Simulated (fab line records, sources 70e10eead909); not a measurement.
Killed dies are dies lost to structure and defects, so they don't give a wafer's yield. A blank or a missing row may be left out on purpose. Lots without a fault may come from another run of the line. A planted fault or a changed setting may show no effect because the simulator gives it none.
fab line records | flow nand_harc
record lots=24 wafers=72 last_day=34
route steps=1302 shown P_ZERO_WELL@14 P_GATE@150 P_CONTACT@240 P_M0@267
lots that met no fault: from a run of the same line without faults
start_h: hours from the record's first day to the start of the lot's first wafer shown | wait_h: hours since the lot's step before | " the same as in the row above | L1.1+2: a row that stands for several wafers | - no value, or no start given | * or withheld: withheld | < > ~ a bound
route shown NAME@n: a module of which the file shows steps, and the number in the route of the first | usual: mean/standard deviation of fault-free wafers | same: alike in all rows | chamber/n: place in a boat | sites: the reading at each site | _std_site: their standard deviation | _edge_site: outer sites' mean less inner sites' | radius_mm: how far each site lies from the wafer's centre | mask NAME#n: copy n | behind: the tool/chamber that last shaped the wafer | hold: why the lot was held/for how many hours/how that ended | device: the transistor (n, p or np) that didn't switch | end of line: the same wafers' tests at the end of the route | a step without rows: its recipe alone | killed: dies lost to structure and defects at the first sort, not the wafer's yield | map: a wafer's dies, x killed, . not, _ none there
set.NAME: the setting as run; set.NAME@STEP: as run at that earlier step | model.NAME: the simulator's own value behind a step, which no gauge read
steps of the route over a sample of lots; a table a step, a row a wafer
services: from which hour (start_h, from the record's first day; less than 0 if before it) a tool's chamber was out of use, for how many hours, and why
## steps
# step NHARC_P_ZERO_WELL_CD_MEAS_11
# recipe target_cd_nm=500 landing_energy_ev=500
# usual cd_nm=500/3.3
# columns lot.wafer tool chamber start_h wait_h cd_nm
L074.1 cd_sem-02 0 21.24 - 507
L074.2 " 0 " " 505
L074.5 " 0 " " 504
L075.1 cd_sem-02 0 31.12 - 497
L075.3 " 0 " " 497
L075.4 " 0 " " 502
L076.2 cd_sem-03 0 41.12 - 503
L076.5 " 0 " " 501
L076.6 " 0 " " 501
L077.1 cd_sem-03 0 51.14 - 498
L077.2 " 0 " " 495
L077.4 " 0 " " 499
L078.3 cd_sem-01 0 61.25 - 500
L078.4 " 0 " " 503
L078.6 " 0 " " 496
L079.1 cd_sem-02 0 71.24 - 497
L079.2 " 0 " " 502
L079.6 " 0 " " 500
L080.1 cd_sem-03 0 81.12 - 500
L080.4 " 0 " " 498
L080.6 " 0 " " 498
L081.1 cd_sem-02 0 91.24 - 494
L081.4 " 0 " " 496
L081.6 " 0 " " 496
L082.1 cd_sem-03 0 101.24 - 504
L082.2 " 0 " " 501
L082.4 " 0 " " 501
L083.2 cd_sem-02 0 111.24 - 503
L083.4 " 0 " " 507
L083.5 " 0 " " 501
L084.2 cd_sem-02 0 121.24 - 496
L084.3 " 0 " " 496
L084.4 " 0 " " 496
L085.1 cd_sem-03 0 131.25 - 496
L085.5 " 0 " " 501
L085.6 " 0 " " 498
L086.1 cd_sem-02 0 141.47 - 499
L086.2 " 0 " " 498
L086.4 " 0 " " 504
L087.2 cd_sem-03 0 151.24 - 495
L087.4 " 0 " " 495
L087.6 " 0 " " 503
L088.1 cd_sem-02 0 161.23 - 501
L088.3 " 0 " " 496
L088.4 " 0 " " 503
L089.3 cd_sem-01 0 171.29 - 504
L089.4 " 0 " " 501
L089.5 " 0 " " 508
L090.1 cd_sem-03 0 181.24 - 501
L090.4 " 0 " " 503
L090.6 " 0 " " 503
L091.3 cd_sem-01 0 191.26 - 497
L091.5 " 0 " " 497
L091.6 " 0 " " 496
L092.1 cd_sem-03 0 201.23 - 500
L092.5 " 0 " " 499
L092.6 " 0 " " 495
L093.2 cd_sem-02 0 211.26 - 496
L093.3 " 0 " " 497
L093.6 " 0 " " 500
L094.2 cd_sem-02 0 221.30 - 498
L094.5 " 0 " " 502
L094.6 " 0 " " 499
L095.2 cd_sem-03 0 231.25 - 498
L095.3 " 0 " " 501
L095.6 " 0 " " 502
L096.1 cd_sem-02 0 241.26 - 503
L096.3 " 0 " " 507
L096.6 " 0 " " 502
L097.2 cd_sem-01 0 251.24 - 500
L097.5 " 0 " " 496
L097.6 " 0 " " 500
# step NHARC_P_GATE_STRIP_108
# recipe o2_flow_sccm=500 ar_flow_sccm=0 bias_w=0 chemistry=O2
# usual drypump_motor_current_A=5.8/0.49 oes_product_au=0.991/0.015 rf_vpp_V=57.9/0.82 showerhead_plenum_p_Torr=3.53/0.12 throttle_valve_pct=17.037/0.0096
# columns lot.wafer tool chamber start_h wait_h drypump_motor_current_A oes_product_au rf_hours_counter_h rf_vpp_V showerhead_plenum_p_Torr throttle_valve_pct
L074.1 rie_diel-04 3 100.85 - 5.8 0.978 7 58.7 3.55 17.032
L074.2 " 1 " " 6.4 0.962 5 57.6 3.72 17.035
L074.5 " 0 " " 5.9 0.987 - 57.9 3.44 17.046
L075.1 rie_diel-04 2 104.82 - 5.7 0.980 7 59.0 3.74 17.050
L075.3 " 3 " " 5.9 0.981 7 56.6 3.55 17.024
L075.4 " 2 " " 5.7 0.971 - 57.6 3.74 17.033
L076.2 rie_diel-08 3 117.56 - 6.7 0.993 4 57.5 3.31 17.030
L076.6 " 3 " " 6.6 0.997 - 58.0 3.31 17.025
L076.5 " 0 " " 5.7 0.989 - 59.0 3.47 17.049
L077.2 rie_diel-03 0 123.68 - 5.0 1.017 0 58.5 3.51 17.044
L077.4 " 1 " " 6.1 0.977 0 57.0 3.50 17.046
L077.1 " 2 " " 5.7 1.011 1 58.5 3.39 17.045
L078.3 rie_diel-04 0 137.49 - 5.8 1.000 10 58.9 3.44 17.055
L078.4 " 1 " " 6.4 0.972 6 58.0 3.72 17.019
L078.6 " 1 " " 6.4 0.977 - 58.8 3.72 17.026
L079.2 rie_diel-03 1 152.32 - 6.1 0.970 2 57.4 3.50 17.039
L079.1 " 0 " " 5.0 1.026 2 57.9 3.51 17.038
L079.6 " 1 " " 6.1 0.979 - 58.7 3.50 17.044
L080.4 rie_diel-04 3 152.98 - 5.8 0.976 13 58.4 3.55 17.031
L080.1 " 0 " " 5.9 1.000 11 56.8 3.44 17.039
L080.6 " 0 " " 5.9 1.004 - 57.5 3.44 17.048
L081.4 rie_diel-08 1 167.58 - 5.9 0.992 7 57.3 3.60 17.031
L081.1 " 0 " " 5.6 0.987 8 57.9 3.47 17.039
L081.6 " 2 " " 6.5 0.985 - 56.9 3.59 17.050
L082.4 rie_diel-04 3 173.08 - 5.9 0.972 13 57.1 3.55 17.045
L082.1 " 0 " " 5.9 1.014 11 58.1 3.44 17.034
L082.2 " 1 " " 6.4 0.983 8 58.0 3.72 17.035
L083.4 rie_diel-03 3 189.36 - 4.8 0.980 3 58.6 3.46 17.021
L083.2 " 1 " " 6.2 0.986 4 57.8 3.50 17.045
L083.5 " 0 " " 5.0 1.023 - 56.1 3.51 17.030
L084.4 rie_diel-04 0 194.71 - 5.9 1.028 1 58.6 3.44 17.036
L084.2 " 1 " " 6.4 0.998 1 57.9 3.72 17.039
L084.3 " 3 " " 5.9 0.983 1 59.3 3.55 17.035
L085.1 rie_diel-04 2 211.69 - 5.6 0.991 2 58.9 3.74 17.050
L085.5 " 2 " " 5.6 0.992 - 58.8 3.74 17.046
L085.6 " 3 " " 5.8 0.973 - 58.4 3.55 17.048
L086.1 rie_diel-03 0 214.42 - 5.0 1.025 4 58.3 3.51 17.035
L086.4 " 1 " " 6.1 0.982 5 57.1 3.50 17.028
L086.2 " 3 " " 4.8 0.983 4 56.9 3.46 17.038
L087.2 rie_diel-04 3 226.15 - 5.8 0.980 2 58.4 3.55 17.029
L087.4 " 2 " " 5.6 0.982 2 58.1 3.74 17.017
L087.6 " 0 " " 5.8 1.009 - 56.8 3.44 17.044
L088.3 rie_diel-03 3 244.69 - 4.8 0.988 6 58.7 3.46 17.020
L088.1 " 1 " " 6.1 0.978 7 57.8 3.50 17.017
L088.4 " 2 " " 5.7 0.987 7 58.3 3.38 17.021
L089.4 rie_diel-03 2 245.28 - 5.7 0.993 7 58.4 3.38 17.043
L089.3 " 1 " " 6.2 0.976 7 58.4 3.50 17.047
L089.5 " 3 " " 4.8 0.996 - 57.4 3.46 17.034
L090.4 rie_diel-04 0 256.19 - 5.9 1.016 4 58.6 3.44 17.027
L090.1 " 1 " " 6.4 0.996 4 58.1 3.72 17.039
L090.6 " 3 " " 5.8 0.993 - 58.9 3.55 17.029
L091.3 rie_diel-04 1 261.45 - 6.4 0.986 4 58.4 3.72 17.048
L091.6 " 2 " " 5.6 0.984 - 58.5 3.73 17.040
L091.5 " 3 " " 5.8 0.980 - 57.0 3.55 17.039
L092.1 rie_diel-03 3 278.26 - 4.8 0.979 7 57.5 3.45 17.028
L092.6 " 3 " " 4.8 0.973 - 57.8 3.45 17.041
L092.5 " 0 " " 5.0 1.022 - 57.4 3.51 17.039
L093.3 rie_diel-04 2 288.08 - 5.7 0.992 6 60.0 3.73 17.030
L093.2 " 0 " " 5.9 1.018 6 58.6 3.44 17.033
L093.6 " 3 " " 5.9 0.990 - 58.2 3.55 17.031
L094.2 rie_diel-03 3 297.38 - 4.8 0.986 0 56.3 3.45 17.048
L094.6 " 3 " " 4.8 0.992 - 57.6 3.45 17.026
L094.5 " 0 " " 5.0 0.984 - 57.2 3.51 17.053
L095.2 rie_diel-04 3 304.51 - 5.8 0.993 8 57.4 3.55 17.019
L095.3 " 0 " " 5.9 0.999 8 57.4 3.44 17.042
L095.6 " 0 " " 5.8 1.003 - 57.0 3.44 17.038
L096.3 rie_diel-08 0 318.21 - 5.7 0.980 6 56.9 3.47 17.028
L096.1 " 1 " " 5.9 1.003 6 57.2 3.59 17.040
L096.6 " 3 " " 6.7 0.995 - 56.7 3.31 17.016
L097.2 rie_diel-08 1 333.40 - 5.9 1.002 8 58.1 3.59 17.037
L097.6 " 3 " " 6.6 1.003 - 58.3 3.31 17.035
L097.5 " 0 " " 5.7 0.972 - 57.3 3.47 17.031
# step NHARC_P_GATE_CD_MEAS_33
# usual cd_nm=120/3.8
# columns lot.wafer tool chamber start_h wait_h cd_nm
L074.1 cd_sem-02 - 101.03 - 120
L074.2 " - " " 124
L074.5 " - " " 117
L075.1 cd_sem-03 - 105.01 0.2 125
L075.3 " - " " 122
L075.4 " - " " 113
L076.2 cd_sem-02 - 117.74 - 119
L076.5 " - " " 111
L076.6 " - " " 121
L077.1 cd_sem-03 - 123.86 - 125
L077.2 " - " " 116
L077.4 " - " " 114
L078.3 cd_sem-02 - 137.67 - 117
L078.4 " - " " 124
L078.6 " - " " 120
L079.1 cd_sem-03 - 152.50 - 122
L079.2 " - " " 122
L079.6 " - " " 122
L080.1 cd_sem-03 - 153.15 - 127
L080.4 " - " " 120
L080.6 " - " " 125
L081.1 cd_sem-03 - 167.76 - 122
L081.4 " - " " 127
L081.6 " - " " 124
L082.1 cd_sem-02 - 173.24 - 112
L082.2 " - " " 121
L082.4 " - " " 120
L083.2 cd_sem-02 - 189.54 - 122
L083.4 " - " " 117
L083.5 " - " " 110
L084.2 cd_sem-03 - 194.89 - 116
L084.3 " - " " 121
L084.4 " - " " 115
L085.1 cd_sem-01 - 211.87 - 118
L085.5 " - " " 116
L085.6 " - " " 121
L086.1 cd_sem-03 - 214.59 - 117
L086.2 " - " " 113
L086.4 " - " " 112
L087.2 cd_sem-03 - 226.32 - 119
L087.4 " - " " 121
L087.6 " - " " 126
L088.1 cd_sem-01 - 244.86 - 121
L088.3 " - " " 118
L088.4 " - " " 117
L089.3 cd_sem-01 - 245.46 - 126
L089.4 " - " " 117
L089.5 " - " " 117
L090.1 cd_sem-02 - 256.33 - 122
L090.4 " - " " 117
L090.6 " - " " 122
L091.3 cd_sem-03 - 261.58 - 118
L091.5 " - " " 119
L091.6 " - " " 120
L092.1 cd_sem-03 - 278.43 - 120
L092.5 " - " " 122
L092.6 " - " " 122
L093.2 cd_sem-02 - 288.26 - 123
L093.3 " - " " 118
L093.6 " - " " 119
L094.2 cd_sem-01 - 297.56 - 122
L094.5 " - " " 118
L094.6 " - " " 122
L095.2 cd_sem-03 - 304.69 - 119
L095.3 " - " " 124
L095.6 " - " " 121
L096.1 cd_sem-01 - 318.36 - 125
L096.3 " - " " 119
L096.6 " - " " 123
L097.2 cd_sem-03 - 333.54 - 129
L097.5 " - " " 121
L097.6 " - " " 124
# step NHARC_P_GATE_STRIP_111
# recipe power_w=1500 temp_c=110 time_s=250 chemistry=N2/H2
# usual drypump_motor_current_A=5.8/0.37 heater_power_w=92/12
# columns lot.wafer tool chamber start_h wait_h drypump_motor_current_A heater_power_w rf_hours_counter_h
L074.1 plasma_asher-02 0 112.45 0.2 6.3 85 5
L074.2 " 1 " " 5.6 108 5
L074.5 " 0 " " 6.4 83 -
L075.1 plasma_asher-02 1 116.36 0.2 5.5 109 6
L075.3 " 1 " " 5.6 110 -
L075.4 " 0 " " 6.4 83 -
L076.2 plasma_asher-02 1 129.35 0.2 5.6 111 7
L076.6 " 0 " " 6.3 82 -
L076.5 " 1 " " 5.6 110 -
L077.2 plasma_asher-02 0 135.45 0.2 6.4 83 9
L077.1 " 1 " " 5.6 109 9
L077.4 " 1 " " 5.6 111 -
L078.3 plasma_asher-02 0 149.26 0.2 6.3 84 -
L078.4 " 1 " " 5.6 111 -
L078.6 " 0 " " 6.4 86 -
L079.1 plasma_asher-02 0 164.11 0.2 6.4 84 14
L079.2 " 1 " " 5.6 110 14
L079.6 " 0 " " 6.4 83 -
L080.1 plasma_asher-01 0 164.57 0.2 5.4 81 36
L080.4 " 1 " " 6.0 97 -
L080.6 " 1 " " 6.0 97 -
L081.1 plasma_asher-01 0 179.10 0.2 5.4 78 1
L081.4 " 1 " " 6.0 97 -
L081.6 " 0 " " 5.4 76 -
L082.1 plasma_asher-01 0 187.65 0.2 5.4 79 3
L082.2 " 1 " " 6.0 99 3
L082.4 " 0 " " 5.4 76 -
L084.2 plasma_asher-01 1 206.47 0.2 6.0 98 6
L084.4 " 0 " " 5.4 78 -
L084.3 " 1 " " 6.0 99 -
L083.2 plasma_asher-02 1 207.37 0.2 5.6 109 25
L083.4 " 1 " " 5.6 112 -
L083.5 " 1 " " 5.6 109 -
L085.1 plasma_asher-02 1 223.48 0.2 5.5 108 29
L085.6 " 0 " " 6.4 85 -
L085.5 " 1 " " 5.5 108 -
L086.2 plasma_asher-02 1 226.15 0.2 5.6 111 30
L086.1 " 0 " " 6.4 84 30
L086.4 " 0 " " 6.4 84 -
L087.2 plasma_asher-01 1 240.19 0.2 6.1 97 12
L087.4 " 1 " " 6.1 95 -
L087.6 " 0 " " 5.4 78 -
L088.1 plasma_asher-01 0 256.37 0.2 5.4 79 17
L088.3 " 0 " " 5.4 78 -
L088.4 " 1 " " 6.0 96 -
L089.4 plasma_asher-01 1 257.18 0.2 6.0 100 -
L089.3 " 0 " " 5.5 78 -
L089.5 " 1 " " 6.1 99 -
L090.1 plasma_asher-02 0 267.74 0.2 6.4 87 2
L090.4 " 1 " " 5.6 101 -
L090.6 " 1 " " 5.6 104 -
L091.3 plasma_asher-01 1 273.31 0.3 6.0 97 -
L091.6 " 0 " " 5.4 78 -
L091.5 " 1 " " 6.0 97 -
L092.1 plasma_asher-01 1 290.11 0.2 6.1 99 27
L092.5 " 0 " " 5.5 78 -
L092.6 " 1 " " 6.0 97 -
L093.2 plasma_asher-01 1 299.78 0.2 6.1 97 28
L093.3 " 0 " " 5.5 77 -
L093.6 " 0 " " 5.5 77 -
L094.2 plasma_asher-01 1 309.11 0.2 6.1 97 30
L094.5 " 0 " " 5.4 76 -
L094.6 " 1 " " 6.1 99 -
L095.2 plasma_asher-01 1 316.22 0.2 6.0 98 32
L095.3 " 1 " " 6.0 97 -
L095.6 " 1 " " 6.0 100 -
L096.1 plasma_asher-01 1 330.01 0.2 6.0 98 35
L096.3 " 1 " " 6.0 97 -
L096.6 " 0 " " 5.4 77 -
L097.2 plasma_asher-02 1 345.09 0.2 5.6 105 15
L097.6 " 1 " " 5.6 106 -
L097.5 " 0 " " 6.4 86 -
# step NHARC_P_CONTACT_ETCH_31
# recipe target_depth_a=300 time_s=85.7 ion_energy_ev=120 over_etch_frac=1 ch3f_flow_sccm=50 o2_flow_sccm=30 ar_flow_sccm=200 rf_w=500 bias_w=100 chemistry=CH3F/O2
# usual drypump_motor_current_A=6.0/0.43 oes_product_au=0.977/0.017 rf_vpp_V=244.6/1.5 showerhead_plenum_p_Torr=2.48/0.089 throttle_valve_pct=20.663/0.009
# columns lot.wafer tool chamber start_h wait_h drypump_motor_current_A oes_product_au rf_hours_counter_h rf_vpp_V showerhead_plenum_p_Torr throttle_valve_pct
L074.1 rie_diel-12 0 - - 5.9 0.972 2.1 245.8 2.54 20.674
L074.2 " 2 " " 5.8 1.004 1.4 244.0 2.44 20.656
L074.5 " 3 " " 6.3 1.001 - 245.1 2.49 20.665
L075.1 rie_diel-12 0 - - 5.9 0.966 2.4 246.8 2.54 20.652
L075.4 " 1 " " 6.5 0.949 2.7 243.7 2.45 20.670
L075.3 " 2 " " 5.7 0.972 1.7 242.7 2.44 20.669
L076.2 rie_diel-12 2 - - 5.7 1.010 2.4 244.0 2.44 20.631
L076.6 " 2 " " 5.8 0.999 - 243.4 2.44 20.670
L076.5 " 0 " " 5.9 0.984 - 244.8 2.54 20.660
L077.2 rie_diel-12 1 - - 6.5 0.973 3.9 243.7 2.45 20.671
L077.1 " 2 " " 5.8 1.003 3.0 244.5 2.44 20.661
L077.4 " 1 " " 6.5 0.968 - 244.9 2.45 20.663
L078.3 rie_diel-12 2 - - 5.7 0.995 3.7 243.6 2.44 20.667
L078.6 " 1 " " 6.5 0.967 - 243.9 2.45 20.672
L078.4 " 2 " " 5.7 0.992 - 244.5 2.44 20.666
L079.1 rie_diel-07 1 - - 5.0 0.991 0.8 246.1 2.54 20.661
L079.2 " 0 " " 5.8 0.950 1.0 247.9 2.62 20.655
L079.6 " 1 " " 5.0 0.971 - 245.6 2.54 20.655
L080.4 rie_diel-10 0 - - 6.2 0.960 2.8 243.3 2.37 20.655
L080.1 " 2 " " 5.6 0.960 2.8 242.3 2.33 20.658
L080.6 " 0 " " 6.2 0.957 - 242.8 2.37 20.664
L081.1 rie_diel-10 0 - - 6.2 0.975 3.5 242.1 2.37 20.664
L081.4 " 2 " " 5.6 0.958 3.2 242.5 2.33 20.659
L081.6 " 0 " " 6.2 0.983 - 244.0 2.37 20.667
L082.2 rie_diel-07 0 - - 5.8 0.951 2.0 248.2 2.62 20.654
L082.1 " 1 " " 5.0 0.971 1.8 244.5 2.54 20.658
L082.4 " 2 " " 6.0 0.976 2.0 241.8 2.32 20.671
L084.2 rie_diel-10 2 - - 5.5 0.968 3.9 242.8 2.33 20.663
L084.3 " 3 " " 6.3 0.982 3.4 245.4 2.57 20.666
L084.4 " 1 " " 6.7 1.004 4.2 246.3 2.60 20.670
L083.4 rie_diel-12 0 - - 5.9 0.973 8.0 245.4 2.54 20.676
L083.2 " 3 " " 6.3 0.989 4.8 243.6 2.49 20.682
L083.5 " 0 " " 5.9 0.970 - 245.3 2.54 20.674
L085.1 rie_diel-07 1 - - 5.0 0.976 2.5 245.8 2.54 20.666
L085.5 " 1 " " 5.0 0.963 - 245.3 2.54 20.664
L085.6 " 2 " " 6.1 0.971 - 241.7 2.32 20.669
L086.2 rie_diel-10 1 - - 6.7 0.991 4.8 246.5 2.60 20.678
L086.1 " 2 " " 5.6 0.961 4.6 243.2 2.33 20.670
L086.4 " 3 " " 6.3 0.986 3.9 244.8 2.57 20.658
L087.2 rie_diel-12 3 - - 6.3 0.983 6.3 245.8 2.49 20.659
L087.4 " 1 " " 6.5 0.962 9.9 243.3 2.45 20.670
L087.6 " 3 " " 6.4 0.978 - 244.7 2.49 20.662
L088.4 rie_diel-12 3 - - 6.3 1.009 7.7 245.0 2.49 20.679
L088.1 " 1 " " 6.5 0.980 11.2 244.6 2.45 20.650
L088.3 " 2 " " 5.7 1.012 9.3 244.1 2.44 20.669
L089.4 rie_diel-12 2 - - 5.8 1.007 9.6 243.8 2.44 20.648
L089.3 " 0 " " 5.9 0.981 10.2 245.1 2.54 20.654
L089.5 " 2 " " 5.8 1.004 - 243.6 2.44 20.660
L090.4 rie_diel-07 1 - - 5.0 0.954 3.4 245.6 2.54 20.660
L090.1 " 3 " " 5.7 0.950 3.8 244.4 2.50 20.664
L090.6 " 2 " " 6.1 0.957 - 241.7 2.32 20.682
L091.3 rie_diel-10 0 - - 6.2 0.977 0.5 242.6 2.37 20.663
L091.6 " 1 " " 6.8 0.974 - 246.3 2.60 20.663
L091.5 " 2 " " 5.6 0.960 - 243.1 2.33 20.650
L092.1 rie_diel-12 1 - - 6.5 0.982 1.4 245.3 2.45 20.659
L092.5 " 3 " " 6.3 1.003 - 245.3 2.49 20.676
L092.6 " 0 " " 5.9 0.988 - 246.8 2.54 20.653
L093.2 rie_diel-07 1 - - 5.0 0.987 0.3 244.9 2.54 20.664
L093.3 " 0 " " 5.8 0.987 0.4 245.8 2.62 20.647
L093.6 " 1 " " 5.0 0.993 - 245.8 2.54 20.648
L094.2 rie_diel-10 0 - - 6.2 0.990 1.3 242.8 2.37 20.661
L094.6 " 2 " " 5.6 0.986 - 242.7 2.33 20.677
L094.5 " 3 " " 6.3 0.974 - 245.7 2.57 20.683
L095.2 rie_diel-12 3 - - 6.4 0.974 3.3 243.9 2.49 20.665
L095.3 " 2 " " 5.7 1.007 2.7 242.6 2.44 20.659
L095.6 " 0 " " 5.9 0.975 - 247.0 2.54 20.651
L096.1 rie_diel-10 0 - - 6.2 0.980 2.1 242.6 2.37 20.665
L096.3 " 2 " " 5.6 0.982 2.1 243.4 2.33 20.664
L096.6 " 0 " " 6.2 0.999 - 244.5 2.37 20.665
L097.2 rie_diel-07 2 - - 6.1 0.950 1.4 243.2 2.32 20.659
L097.6 " 3 " " 5.7 0.953 - 245.7 2.50 20.671
L097.5 " 0 " " 5.8 0.952 - 246.4 2.62 20.664
# step NHARC_P_M0_ETCH_34
# recipe target_depth_a=400 overetch_a=120 time_s=43.94 ion_energy_ev=200 n2_flow_sccm=150 h2_flow_sccm=150 ar_flow_sccm=0 rf_w=400 bias_w=150 chemistry=N2/H2
# usual drypump_motor_current_A=5.63/0.3 n2_flow_sccm=150.0/0.42 oes_product_au=0.996/0.013 rf_vpp_V=431.2/2.6 showerhead_plenum_p_Torr=2.07/0.088 throttle_valve_pct=14.172/0.0094
# columns lot.wafer tool chamber start_h wait_h drypump_motor_current_A n2_flow_sccm oes_product_au rf_hours_counter_h rf_vpp_V showerhead_plenum_p_Torr throttle_valve_pct
L074.2 rie_diel-06 0 124.93 0.1 5.91 148.9 0.990 27 431.1 2.09 14.172
L074.1 " 3 " " 5.66 149.2 0.999 26 427.4 1.95 14.180
L074.5 " 1 " " 5.39 150.8 0.988 - 429.2 2.03 14.170
L075.4 rie_diel-06 0 128.54 0.1 5.88 150.2 0.991 28 432.0 2.09 14.180
L075.3 " 2 " " 5.57 150.1 1.015 27 433.8 2.18 14.185
L075.1 " 3 " " 5.65 149.8 0.999 26 427.5 1.94 14.167
L076.2 rie_diel-06 0 141.40 0.1 5.88 149.7 1.012 0 433.3 2.09 14.164
L076.5 " 0 " " 5.89 149.3 1.010 - 432.2 2.09 14.163
L076.6 " 1 " " 5.39 150.2 1.002 - 430.4 2.02 14.173
L077.1 rie_diel-06 1 147.48 0.1 5.37 150.2 1.008 0 430.5 2.03 14.167
L077.4 " 3 " " 5.64 150.1 0.974 0 427.9 1.94 14.150
L077.2 " 0 " " 5.89 150.2 1.005 0 433.4 2.09 14.166
L078.3 rie_diel-01 3 161.14 0.1 5.17 150.0 0.980 40 432.4 2.12 14.179
L078.4 " 1 " " 5.73 150.3 0.988 43 431.1 2.09 14.167
L078.6 " 0 " " 6.17 150.7 1.014 - 428.3 1.98 14.169
L079.1 rie_diel-06 2 176.09 0.1 5.55 149.9 0.999 6 433.7 2.18 14.168
L079.2 " 3 " " 5.65 150.0 0.983 6 427.9 1.94 14.177
L079.6 " 2 " " 5.57 150.3 0.992 - 433.0 2.18 14.161
L080.4 rie_diel-06 1 177.04 0.1 5.35 150.0 1.009 8 431.7 2.02 14.159
L080.1 " 3 " " 5.65 150.1 0.970 7 427.6 1.94 14.165
L080.6 " 2 " " 5.57 150.8 0.982 - 433.8 2.18 14.180
L081.1 rie_diel-01 3 191.09 0.1 5.12 150.4 0.981 49 432.6 2.12 14.167
L081.4 " 0 " " 6.19 150.4 1.006 51 429.8 1.97 14.177
L081.6 " 0 " " 6.17 150.1 1.005 - 428.9 1.97 14.177
L082.1 rie_diel-06 1 199.63 0.1 5.39 150.4 0.998 11 431.7 2.02 14.177
L082.4 " 3 " " 5.63 150.2 0.975 10 427.6 1.94 14.171
L082.2 " 0 " " 5.87 150.5 0.991 10 431.3 2.09 14.177
L084.4 rie_diel-01 2 218.48 0.2 5.70 150.0 0.993 0 429.6 1.99 14.174
L084.3 " 3 " " 5.11 150.5 0.983 2 432.3 2.12 14.169
L084.2 " 0 " " 6.16 150.3 1.003 2 427.2 1.97 14.176
L083.2 rie_diel-06 0 219.35 0.1 5.86 149.8 1.003 14 431.0 2.09 14.165
L083.4 " 1 " " 5.36 150.1 0.999 15 430.5 2.02 14.165
L083.5 " 1 " " 5.36 150.3 1.003 - 431.6 2.02 14.170
L085.1 rie_diel-13 0 235.38 0.1 6.29 150.1 1.003 23 425.8 1.92 14.175
L085.6 " 1 " " 6.16 149.8 1.014 - 434.5 2.19 14.166
L085.5 " 2 " " 5.46 149.6 0.998 - 434.7 2.19 14.182
L086.2 rie_diel-13 2 238.23 0.1 5.46 149.8 1.003 25 434.5 2.19 14.167
L086.4 " 0 " " 6.31 150.4 0.992 24 427.3 1.92 14.179
L086.1 " 1 " " 6.17 150.2 1.013 19 434.5 2.19 14.186
L087.2 rie_diel-01 3 252.13 0.2 5.16 149.7 0.979 11 431.0 2.11 14.169
L087.4 " 3 " " 5.19 150.1 0.983 - 430.8 2.11 14.177
L087.6 " 2 " " 5.69 150.0 0.985 - 429.3 1.99 14.172
L088.3 rie_diel-06 2 268.34 0.1 5.59 149.3 0.995 22 434.2 2.18 14.164
L088.4 " 0 " " 5.90 149.8 0.988 21 432.0 2.09 14.172
L088.1 " 1 " " 5.38 150.2 0.982 24 430.5 2.02 14.183
L089.3 rie_diel-06 3 269.32 0.1 5.62 150.8 0.973 23 428.0 1.94 14.171
L089.4 " 0 " " 5.92 149.7 0.996 21 432.1 2.09 14.183
L089.5 " 2 " " 5.60 150.8 0.999 - 434.0 2.18 14.144
L090.4 rie_diel-06 2 280.19 0.1 5.56 150.4 0.997 24 434.1 2.17 14.169
L090.1 " 3 " " 5.63 150.1 0.984 25 428.6 1.94 14.182
L090.6 " 0 " " 5.85 149.9 0.994 - 432.1 2.09 14.175
L091.3 rie_diel-13 3 285.70 0.1 5.17 149.4 0.994 40 434.5 2.14 14.168
L091.5 " 2 " " 5.46 149.9 0.990 - 435.6 2.18 14.175
L091.6 " 3 " " 5.20 149.7 0.996 - 432.6 2.14 14.176
L092.1 rie_diel-01 0 302.04 0.1 6.14 150.2 1.000 25 426.7 1.96 14.167
L092.6 " 0 " " 6.17 150.6 0.992 - 428.2 1.96 14.180
L092.5 " 1 " " 5.63 149.8 1.019 - 432.0 2.08 14.170
L093.2 rie_diel-01 0 311.69 0.1 6.14 149.5 0.985 26 426.9 1.96 14.168
L093.3 " 2 " " 5.67 150.1 0.984 28 428.9 1.98 14.162
L093.6 " 1 " " 5.68 149.3 1.023 - 430.9 2.08 14.172
L094.2 rie_diel-06 3 321.21 0.1 5.62 150.3 0.982 1 426.3 1.93 14.175
L094.5 " 2 " " 5.56 150.5 1.019 - 434.0 2.17 14.154
L094.6 " 3 " " 5.66 149.8 0.988 - 429.5 1.93 14.162
L095.2 rie_diel-06 3 328.49 0.1 5.62 149.8 0.971 3 428.3 1.93 14.164
L095.3 " 0 " " 5.88 149.2 0.978 2 431.8 2.08 14.160
L095.6 " 1 " " 5.37 150.3 0.996 - 431.2 2.01 14.185
L096.3 rie_diel-06 1 342.01 0.1 5.39 149.5 1.000 4 430.6 2.01 14.184
L096.1 " 0 " " 5.90 150.4 0.985 4 431.5 2.08 14.168
L096.6 " 1 " " 5.40 150.3 0.993 - 429.6 2.01 14.163
L097.2 rie_diel-13 0 357.87 0.1 6.32 149.9 1.004 2 424.9 1.90 14.168
L097.5 " 3 " " 5.18 150.1 1.018 - 432.5 2.13 14.176
L097.6 " 0 " " 6.32 149.6 1.004 - 426.5 1.91 14.167
## services
# columns tool chamber start_h hours kind
rie_diel-04 - 87.24 0.5 repair
rie_diel-12 - 91.40 9.0 pm
rie_diel-06 1 99.32 9.7 repair
rie_diel-04 1 102.23 17.4 repair
rie_diel-03 - 104.30 9.0 pm
rie_diel-06 - 130.20 9.0 pm
rie_diel-12 3 134.20 29.8 repair
rie_diel-06 2 157.15 7.4 repair
plasma_asher-01 - 165.42 9.0 pm
rie_diel-12 2 165.69 20.1 repair
rie_diel-04 - 177.90 9.0 pm
rie_diel-03 3 207.45 1.3 repair
rie_diel-12 - 218.04 0.4 repair
rie_diel-12 0 227.54 5.6 repair
plasma_asher-01 - 237.88 0.3 repair
plasma_asher-02 - 241.26 10.5 repair
rie_diel-06 0 251.14 10.7 repair
rie_diel-12 - 268.40 9.0 pm
rie_diel-12 2 293.96 1.9 repair
rie_diel-06 - 307.20 9.0 pm
rie_diel-12 3 335.88 17.3 repair
plasma_asher-01 - 342.42 9.0 pm
rie_diel-06 - 353.74 0.5 repair
rie_diel-04 - 354.90 9.0 pm
## key
fault none
